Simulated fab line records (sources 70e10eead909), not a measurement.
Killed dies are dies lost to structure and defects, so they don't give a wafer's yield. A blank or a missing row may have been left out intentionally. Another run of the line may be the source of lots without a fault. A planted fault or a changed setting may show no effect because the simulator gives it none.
Which of the tools did it?    flow nandHarc    12 lots, 36 wafers sampled, at 4 steps of a route of 1302

== WHAT EACH GAUGE READ, for each wafer ==
NHARC_P_CONTACT_INSPECT_14.
lot   measured      on                rawDefectCount
L075  day 6 06:29   defectInspect-02  2 6 5
L077  day 7 06:10   defectInspect-01  4 4 9
L079  day 7 23:05   defectInspect-02  6 3 4
L081  day 8 19:04   defectInspect-01  5 3 6
L083  day 9 11:33   defectInspect-01  1 3 5
L085  day 10 11:19  defectInspect-02  3 1 5
L087  day 11 03:16  defectInspect-02  4 7 4
L088  day 12 08:58  defectInspect-02  3 3 3
L090  day 13 04:14  defectInspect-02  2 3 8
L094  day 14 07:13  defectInspect-02  3 3 7
L093  day 14 13:11  defectInspect-01  5 4 3
L097  day 15 09:53  defectInspect-02  3 1 5

== WHICH TOOL RAN EACH LOT (tool, then ch and the chambers of the sampled wafers, then the start) ==
lot   NHARC_P_GATE_HM_OPEN_105                      NHARC_P_GATE_STRIP_75                NHARC_P_GATE_RTA_80
L075  rieDiel-07 ch 0,1,3, day 5 23:02 or earlier   plasmaAsher-02 ch 0,1, day 5 23:02   rtpAnneal-02 ch 0, day 6 04:08
L077  rieDiel-07 ch 1,3, day 6 22:51 or earlier     plasmaAsher-01 ch 0,1, day 6 22:51   rtpAnneal-02 ch 0, day 7 03:54
L079  rieDiel-05 ch 1,3, day 7 15:38 or earlier     plasmaAsher-02 ch 0,1, day 7 15:38   rtpAnneal-01 ch 0, day 7 20:43
L081  rieDiel-03 ch 0,2, day 8 11:22 or earlier     plasmaAsher-01 ch 0,1, day 8 11:22   rtpAnneal-01 ch 0, day 8 16:26
L083  rieDiel-03 ch 0,2, day 9 04:17 or earlier     plasmaAsher-02 ch 0,1, day 9 04:17   rtpAnneal-02 ch 0, day 9 09:16
L085  rieDiel-05 ch 0,1,3, day 10 04:03 or earlier  plasmaAsher-01 ch 0,1, day 10 04:03  rtpAnneal-02 ch 0, day 10 09:05
L087  rieDiel-05 ch 0,1,2, day 10 19:34 or earlier  plasmaAsher-01 ch 0,1, day 10 19:34  rtpAnneal-01 ch 0, day 11 00:46
L088  rieDiel-07 ch 1,3, day 12 01:33 or earlier    plasmaAsher-01 ch 0,1, day 12 01:33  rtpAnneal-01 ch 0, day 12 06:38
L090  rieDiel-07 ch 0,1,3, day 12 20:36 or earlier  plasmaAsher-02 ch 0,1, day 12 20:36  rtpAnneal-02 ch 0, day 13 01:56
L094  rieDiel-05 ch 0,3, day 13 23:47 or earlier    plasmaAsher-01 ch 0,1, day 13 23:47  rtpAnneal-01 ch 0, day 14 04:45
L093  rieDiel-03 ch 0,1,2, day 14 05:58 or earlier  plasmaAsher-02 ch 0,1, day 14 05:58  rtpAnneal-02 ch 0, day 14 10:56
L097  rieDiel-07 ch 0,1,3, day 15 02:32 or earlier  plasmaAsher-01 ch 0,1, day 15 02:32  rtpAnneal-02 ch 0, day 15 07:29
- NHARC_P_GATE_HM_OPEN_105: chemistry O2/COS, target depth 360 nm.
- NHARC_P_GATE_STRIP_75: strips in O2.
- NHARC_P_GATE_RTA_80: time 30 s.

== THE ANSWER, worked out from the rows above alone ==
Rule: usual is defined by the lots themselves. Put in order of their means at a reading, lots are off if they are a third of the lots or fewer, leave a main group of 4 or more, and stand apart from it by a gap of 3 or more times the standard deviation of the main group's means; of several such gaps the widest counts. A main group whose means are all the same, to the digits that the tables above print for the reading, isn't used. Also off: a lot with no number at a reading for which 4 or more lots have one. The other lots that the step has rows for count as sound.
None of the lots is off at any reading shown; this tells nothing.

== WHAT THE SIMULATOR PUT IN ==
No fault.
